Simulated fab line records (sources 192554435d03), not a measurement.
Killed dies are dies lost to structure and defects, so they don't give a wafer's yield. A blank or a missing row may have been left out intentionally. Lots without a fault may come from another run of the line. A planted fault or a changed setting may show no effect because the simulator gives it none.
Which tool did it? | flow n5Finfet | 6 lots, 17 wafers sampled, at 1 step of a route of 1938

== WHAT THE GAUGES READ, wafer by wafer ==
N5_BEOL_M11_CD_MEAS_18: pitch 140 nm, target cd 70 nm.
lot  | measured     | on       | cdNm (nm)
L440 | day 11 03:18 | cdSem-01 | 70.3 70.0 70.5
L446 | day 12 16:54 | cdSem-03 | 70.2 69.5
L454 | day 14 13:59 | cdSem-01 | 69.7 70.1 69.6
L456 | day 15 01:43 | cdSem-01 | 70.7 70.7 70.8
L457 | day 15 20:34 | cdSem-01 | 69.6 69.8 69.3
L459 | day 16 04:18 | cdSem-01 | 70.8 70.7 70.2

== WHAT TOOL EACH LOT RAN ON (gives the tool, then ch and the chambers of the sampled wafers, and finally the start) ==
There is no process step in the record ahead of these readings.

== THE ANSWER, worked out from the rows above alone ==
Rule: what is usual is taken from the lots themselves. The widest of any qualifying gaps counts: lots, ordered by their means at a reading, are off when they make up no more than a third of the lots, leave a main group of 4 or more, and stand apart from it by 3 or more times the standard deviation of that group's means. A main group whose means are all the same, to the digits that the tables above print for the reading, isn't used. A lot without any number at a reading at which 4 lots or more have one is off too. All remaining lots with rows at the step are treated as sound.
Nothing can be told from this: no lot is off at any reading shown.

== WHAT HAD BEEN PUT IN BY THE SIMULATOR ==
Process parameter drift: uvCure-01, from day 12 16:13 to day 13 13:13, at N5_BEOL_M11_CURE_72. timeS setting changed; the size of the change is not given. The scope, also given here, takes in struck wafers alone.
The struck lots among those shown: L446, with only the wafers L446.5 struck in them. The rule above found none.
